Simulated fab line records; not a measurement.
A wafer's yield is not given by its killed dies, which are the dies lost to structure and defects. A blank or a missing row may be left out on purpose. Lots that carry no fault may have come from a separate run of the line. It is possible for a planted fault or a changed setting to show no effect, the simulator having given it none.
Struck lot and sound lot, side by side ; flow n5_finfet ; 37 steps out of a route of 1938
Sound: these wafers, L325.1, L325.2, L325.5. Wafers struck: L331.1, L331.3, L331.4. The cause comes at the end.
Each step with rows lists, per side, the tool, then ch with its chambers, then its first start. Under that, the readings that differ: sound wafers ; struck wafers ; difference of the means ; sigmas: that difference in standard deviations of wafers without a fault.
alike: readings with means less than 2 such deviations apart, plus words and numbers identical on both sides. not compared: withheld readings, readings lacking a value on some wafer, bounds such as >300 that could conceal the same value, and numbers that have no deviation in the record and whose values overlap.
A row with sigmas, a row that says differs or no value, or rows on one side alone: a step with any of these is where the two part. When numbers do not overlap yet have no deviation, they are printed without sigmas and do not part them. A reading that every wafer of one side lacks parts them only if that side has two wafers or more.

first, 10 steps without rows for these wafers: N5_HKMG_FIN_WET_ETCH_73 (etches the open film in SC1, time 42.3 s, target depth 1.3 nm, rinse time 30 s); N5_HKMG_FIN_ETCHBACK_68 (etches the open film in Cl2/Ar, stops on HfO2, target depth 0.5 nm); N5_HKMG_FIN_STRIP_69 (strips in N2/H2, time 360 s); N5_HKMG_FIN_ALD_21 (deposits TiN, target thk 1.5 nm, pulse time 1 s, purge time 3 s); N5_HKMG_FIN_ALD_72 (deposits W, target thk 2 nm, pulse time 1 s, purge time 2 s); N5_HKMG_FIN_W_FILL_22 (material W, target thk 60 nm, time 18.2 s); N5_HKMG_FIN_PRECLEAN_83 (cleans in DIW, time 57.5 s); N5_HKMG_FIN_SRD_84 (dry time 32 s); N5_HKMG_FIN_CMP_23 (polishes, stops on SiNx, t overpolish 10 s, target thk 46.326 nm); N5_HKMG_FIN_CMP_94 (polishes, stops on SiNx, t overpolish 4.7 s, target thk 43.299 nm).
N5_GATE_CUT_ETCHBACK_00: etches W in SF6/Cl2.
  sound on rie_metal-03 ch 0,1, day 7 17:40; struck on rie_metal-03 ch 0,1, day 9 03:29
  alike: drypump_motor_current_A, oes_product_au, throttle_valve_pct
  not compared: rf_hours_counter_h
then, 25 steps without rows for these wafers: N5_GATE_CUT_ETCH_56 (etches TiN in Cl2/Ar, target depth 21.6 nm); N5_GATE_CUT_ETCHBACK_30 (etches TiN in Cl2/Ar, target depth 3 nm); N5_GATE_CUT_VAPOR_ETCH_60 (etches HfO2 in BCl3/Cl2); N5_GATE_CUT_ETCH_58 (etches SiNx in CH3F/O2, target depth 17 nm, time 128.6 s); N5_GATE_CUT_STRIP_59 (strips in N2/H2, time 20 s); N5_GATE_CUT_PRECLEAN_31 (cleans in DIW, time 300 s); N5_GATE_CUT_SRD_32 (time 30 s); N5_GATE_CUT_SAC_CAP_01 (material SiNx, target thk 24 nm, pulse time 1 s, ald cycles 480); N5_GATE_CUT_PECVD_57 (deposits SiNx from SiH4/NH3/N2, target thk 21 nm); N5_GATE_CUT_CMP_02 (polishes, stops on SiO2, t overpolish 12.7 s, target thk 0 nm); N5_GATE_CUT_HM_DEP_46 (deposits SiO2 from TEOS/O2, target thk 130 nm, time 26.6 s); N5_GATE_CUT_COAT_34 (time 60 s, resist thk 60 nm); N5_GATE_CUT_COAT_35 (time 60 s, resist thk 10 nm); N5_GATE_CUT_COAT_27 (time 60 s, resist thk 10 nm); N5_GATE_CUT_COAT_07 (resist thk 30 nm); N5_GATE_CUT_EBR_09; N5_GATE_CUT_SOFTBAKE_08 (time 60 s); N5_GATE_CUT_EXPOSE_10 (exposes mask GATE CUT, target cd 20 nm); N5_GATE_CUT_PEB_11 (peb time 60 s); N5_GATE_CUT_DEVELOP_12 (develop time 30 s); N5_GATE_CUT_DESCUM_18 (chemistry O2, time 7 s); N5_GATE_CUT_ETCH_28 (etches underlayer in N2/H2, target depth 13 nm, time 10.4 s); N5_GATE_CUT_ETCH_36 (etches SiARC in CF4, target depth 13 nm, time 21.7 s); N5_GATE_CUT_ETCH_37 (etches SOC in N2/H2, target depth 60 nm, overetch 12 nm, time 90 s); N5_GATE_CUT_STRIP_38 (strips in N2/H2).
-- record jumps: 9 days separate the struck wafers' starts on either side; left off in module GATE_CUT, taken up again in module PASSIVATION, whose first shown step is the route's number 1936 --
N5_PASSIVATION_PROBE_49:
  sound: prober-01 at day 16 13:04; struck: prober-02 at day 18 14:52
reading;sound;struck;difference;sigmas
defect_limited_yield (%);89.7 92.3 90.2;85.3 82.9 81.8;-7.4;-5
killed_at_M0_to_M3;15 22 31;42 49 75;+33;+3
killed_at_front_end;73 42 40;108 110 112;+58;+4
killed_dies;122 91 116;174 202 215;+87;+5
killed_on_rim;16 13 15;31 28 36;+17;+4
sort_bin_5_function (%);5.9 4.3 5.8;8.6 10.9 10.3;+4.6;+5
sort_n_pass;1058 1089 1064;1006 978 965;-87;-5
sort_yield_pct (%);89.7 92.3 90.2;85.3 82.9 81.8;-7.4;-5
  alike: killed_at_M4_up, killed_at_contacts, killed_at_other, killed_open, killed_short, sort_bin_6_memory

## WHERE THEY PART
N5_PASSIVATION_PROBE_49 only, going by this record.

WHY: the cause the simulator had injected
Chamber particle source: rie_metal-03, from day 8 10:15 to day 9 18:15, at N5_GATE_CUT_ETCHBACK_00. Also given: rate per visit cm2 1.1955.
